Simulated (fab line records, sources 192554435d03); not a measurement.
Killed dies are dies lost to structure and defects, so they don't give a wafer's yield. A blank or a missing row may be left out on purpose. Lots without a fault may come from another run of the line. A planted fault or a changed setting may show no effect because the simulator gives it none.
Which tool did it? | flow n5_finfet | 22 lots, 66 wafers sampled, at 1 step of a route of 1938

WHAT THE GAUGES READ, wafer by wafer
N5_BEOL_M1_OVL_MEAS_29. Usual: V0_OVL -0.6 nm, standard deviation 0.7.
lot  | measured     | on         | V0_OVL (nm)    | flag
L075 | day 6 18:58  | overlay-02 | -0.4 -0.4 0.4  |
L074 | day 6 20:38  | overlay-01 | -1.0 -1.1 -1.3 |
L076 | day 6 23:16  | overlay-01 | -0.2 0.3 0.3   |
L078 | day 7 03:21  | overlay-02 | -0.1 -1.6 -0.8 |
L077 | day 7 03:26  | overlay-01 | 0.0 0.6 0.9    |
L080 | day 7 15:37  | overlay-02 | -0.6 -0.9 -0.7 |
L081 | day 7 20:54  | overlay-02 | -1.4 -0.7 0.4  |
L082 | day 7 23:59  | overlay-01 | 0.0 0.6 0.3    |
L083 | day 8 05:51  | overlay-01 | -2.1 -1.4 -1.2 |
L084 | day 8 09:02  | overlay-02 | 0.2 0.7 -0.7   |
L085 | day 9 08:47  | overlay-01 | -0.7 -0.9 -1.1 |
L086 | day 9 09:19  | overlay-02 | -0.3 -0.2 -0.1 |
L088 | day 9 22:35  | overlay-02 | 0.1 -0.2 -0.5  |
L089 | day 9 22:38  | overlay-01 | 0.6 0.2 -0.8   |
L090 | day 10 02:11 | overlay-02 | -2.0 -1.1 -0.2 |
L091 | day 10 07:14 | overlay-02 | -1.7 -0.1 -1.6 |
L092 | day 10 14:31 | overlay-02 | 0.5 0.0 0.0    |
L093 | day 10 20:53 | overlay-01 | 0.0 -0.6 -1.1  |
L094 | day 11 04:20 | overlay-01 | -0.9 -0.1 0.1  |
L095 | day 11 10:46 | overlay-01 | -0.2 -0.4 0.2  |
L096 | day 11 19:56 | overlay-01 | -0.2 -1.0 -0.3 |
L097 | day 11 23:09 | overlay-02 | -0.2 -1.1 -0.4 |

WHICH TOOL RAN EACH LOT (tool, then ch and the chambers of the sampled wafers, then the start)
The record holds no process step before these readings.

WHAT THE TOOLS THEMSELVES READ (means of the sampled wafers that have a number; where no wafer has one, the mark that the record gives instead)
The record holds no such reading with a usual standard deviation.

THE ANSWER, worked out from the rows above alone
Rule: a lot is off if the mean of its wafers that have a number lies more than 3 standard deviations from the usual mean. A lot without any number at a reading at which 4 lots or more have one is off too. The other lots that the step has rows for count as sound. The gauges are gone through in route order, then the tools' own readings, and for those a lot's mean is taken as printed above. The first step at which some lot is off is used, and at that step the reading that is off furthest; a lot without a number counts as furthest.
No lot is off at any reading shown: from this, nothing can be told.

WHAT THE SIMULATOR HAD PUT IN
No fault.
